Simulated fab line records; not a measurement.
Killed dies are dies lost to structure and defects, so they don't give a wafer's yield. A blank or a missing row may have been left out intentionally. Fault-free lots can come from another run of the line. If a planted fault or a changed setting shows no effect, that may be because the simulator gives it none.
Chamber matching -- flow n5 finfet -- rie si-01 running N5_DUMMY_GATE_TRIM_49: 4 sister chambers
The step chemistry O2, time 29 s, target cd 14 nm. 4 wafers are shown with their chamber, then 9 later ones without.

## EACH WAFER AND ITS CHAMBER
wafer,chamber,throttle valve pct (%)
L086.1,1,8.00
L086.2,2,8.16
L088.1,3,7.93
L088.5,0,8.31

## WAFERS WITHOUT THEIR CHAMBER
wafer,throttle valve pct (%)
L090.3,8.03
L090.4,8.32
L090.6,8.02
L092.2,8.32
L092.3,7.92
L092.4,8.01
L096.3,8.01
L096.5,7.91
L096.6,8.02

## CHAMBER TAKEN BY EACH
wafer,from the rows above,in truth
L090.3,1,1
L090.4,0,0
L090.6,1,1
L092.2,0,0
L092.3,3,3
L092.4,1,1
L096.3,1,1
L096.5,3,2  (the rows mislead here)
L096.6,1,1
Correct placement for 8 of the 9. Not placeable from these rows: 0. Number placed wrongly: 1.
How it was worked out, from the rows above alone: a wafer's distance from a chamber is the root of the sum, over the readings, of the square of ((its reading less the chamber's mean) divided by the reading's scatter). If the next closest chamber is less than 2 further off than the closest, the wafer can't be placed; otherwise it belongs to the closest. For every chamber, the mean is computed from those of its wafers that are shown. The scatter: root of mean squared gap, hidden wafer to nearest shown wafer, with one shown wafer a chamber.
